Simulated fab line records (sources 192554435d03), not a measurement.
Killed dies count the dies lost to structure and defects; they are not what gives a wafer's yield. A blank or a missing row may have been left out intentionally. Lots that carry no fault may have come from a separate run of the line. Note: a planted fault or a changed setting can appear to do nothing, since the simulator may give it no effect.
Matching of chambers / flow n5-finfet / N5_ILD0_CMP_03 on cmp-04: 4 sister chambers
The step polishes, stops on SiNx, t overpolish 1.9 s, target thk 197.38 nm. 4 wafers are shown with their chamber, then 12 later ones without.

WAFERS, EACH WITH ITS CHAMBER
wafer=L087.1; chamber=0; motor-current-A (A)=14.3
wafer=L088.6; chamber=3; motor-current-A (A)=12.0
wafer=L090.1; chamber=2; motor-current-A (A)=13.1
wafer=L090.6; chamber=1; motor-current-A (A)=13.1

WAFERS WITHOUT THEIR CHAMBER
wafer=L093.1; motor-current-A (A)=12.9
wafer=L093.3; motor-current-A (A)=11.5
wafer=L093.5; motor-current-A (A)=12.3
wafer=L094.3; motor-current-A (A)=12.0
wafer=L094.5; motor-current-A (A)=13.0
wafer=L094.6; motor-current-A (A)=14.3
wafer=L096.3; motor-current-A (A)=15.2
wafer=L096.4; motor-current-A (A)=12.3
wafer=L096.5; motor-current-A (A)=12.3
wafer=L097.1; motor-current-A (A)=12.4
wafer=L097.3; motor-current-A (A)=12.7
wafer=L097.4; motor-current-A (A)=14.9

WHICH CHAMBER EACH ONE RAN IN
wafer=L093.1; from the rows above=can't be placed: 1 or 2 or 3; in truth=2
wafer=L093.3; from the rows above=3; in truth=3
wafer=L093.5; from the rows above=can't be placed: 3 or 1 or 2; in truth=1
wafer=L094.3; from the rows above=3; in truth=3
wafer=L094.5; from the rows above=can't be placed: 1 or 2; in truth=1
wafer=L094.6; from the rows above=0; in truth=0
wafer=L096.3; from the rows above=0; in truth=0
wafer=L096.4; from the rows above=can't be placed: 3 or 1 or 2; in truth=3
wafer=L096.5; from the rows above=can't be placed: 3 or 1 or 2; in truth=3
wafer=L097.1; from the rows above=can't be placed: 3 or 1 or 2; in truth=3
wafer=L097.3; from the rows above=can't be placed: 1 or 2 or 3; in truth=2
wafer=L097.4; from the rows above=0; in truth=0
Placed correctly: 5 of 12. Can't be placed from these rows: 7 (the true chamber is among the candidates in 7). Number placed wrongly: 0.
How it was worked out, from the rows above alone: a wafer's distance from a chamber is the root of the sum, over the readings, of the square of ((its reading less the chamber's mean) divided by the reading's scatter). If the next closest chamber is less than 2 further off than the closest, the wafer can't be placed; otherwise it belongs to the closest. For every chamber, the mean is computed from those of its wafers that are shown. The scatter (one wafer shown for each chamber): square how far every hidden wafer sits from the nearest shown wafer, average those squares and take the square root.
